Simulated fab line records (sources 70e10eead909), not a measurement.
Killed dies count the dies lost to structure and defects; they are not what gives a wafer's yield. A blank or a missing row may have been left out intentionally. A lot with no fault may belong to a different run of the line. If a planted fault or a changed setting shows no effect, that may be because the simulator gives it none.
Matching of chambers | flow nand harc | NHARC_A_CHANNEL_HOLE_D2_ETCH_34 on rie diel-12: 4 sister chambers
The step etches the open film in CF4/CHF3, target depth 154 nm, time 77 s. 16 wafers are shown with their chamber, then 8 later ones without.

EACH WAFER AND ITS CHAMBER
wafer  | chamber | drypump motor current A (A) | rf vpp V (V) | rf fwd power W (W)
L889.2 | 2       | 5.2                         | 372.8        | 493.8
L889.5 | 3       | 6.2                         | 367.9        | 494.7
L889.6 | 0       | 5.4                         | 369.0        | 497.2
L890.2 | 3       | 6.3                         | 368.3        | 493.8
L890.5 | 3       | 6.3                         | 367.1        | 494.8
L890.6 | 0       | 5.4                         | 368.6        | 499.1
L894.1 | 1       | 5.2                         | 373.3        | 497.7
L894.4 | 0       | 5.4                         | 369.4        | 498.9
L894.5 | 1       | 5.2                         | 374.1        | 497.2
L895.1 | 0       | 5.4                         | 370.1        | 499.4
L895.3 | 2       | 5.2                         | 371.1        | 493.3
L895.6 | 2       | 5.2                         | 371.2        | 494.9
L896.3 | 3       | 6.3                         | 366.8        | 493.7
L896.5 | 2       | 5.3                         | 372.6        | 491.1
L896.6 | 1       | 5.2                         | 373.7        | 497.4
L897.1 | 0       | 5.4                         | 370.1        | 498.8

SIGNATURES (averages over the wafers above)
reading                 | chamber 0 | chamber 1 | chamber 2 | chamber 3 | scatter within a chamber
drypump motor current A | 5.400     | 5.200     | 5.225     | 6.275     | 0.0354
rf vpp V                | 369.440   | 373.700   | 371.925   | 367.525   | 0.705
rf fwd power W          | 498.680   | 497.433   | 493.275   | 494.250   | 0.989
Rule: for a wafer and a chamber, the distance is found by dividing, reading by reading, the gap between the wafer's reading and the chamber's mean by the reading's scatter, squaring, summing and taking the root. If the next closest chamber is less than 2 further off than the closest, the wafer can't be placed; otherwise it belongs to the closest. The scatter: take each reading less its chamber's mean, square it, sum over the shown wafers, divide by the number of wafers less the number of chambers, and take the root.

WAFERS WHOSE CHAMBER IS MISSING
wafer  | drypump motor current A (A) | rf vpp V (V) | rf fwd power W (W)
L897.2 | 5.3                         | 372.9        | 494.8
L897.3 | 5.2                         | 371.7        | 495.9
L898.1 | 5.4                         | 369.0        | 498.2
L898.2 | 6.3                         | 370.4        | 493.0
L898.6 | 5.4                         | 369.6        | 497.8
L906.1 | 5.4                         | 372.1        | 494.2
L906.3 | 5.2                         | 373.1        | 500.3
L906.4 | 6.2                         | 369.4        | 495.7

CHAMBER TAKEN BY EACH
wafer  | from the rows above          | in truth
L897.2 | can't be placed: 2 or 1      | 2
L897.3 | can't be placed: 2 or 1      | 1
L898.1 | 0                            | 0
L898.2 | 3                            | 3
L898.6 | 0                            | 0
L906.1 | can't be placed: 2 or 0 or 1 | 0
L906.3 | 1                            | 1
L906.4 | 3                            | 3
5 of 8 placed correctly. These rows do not allow placing 3 (true chamber among the candidates in 3). 0 placed wrongly.
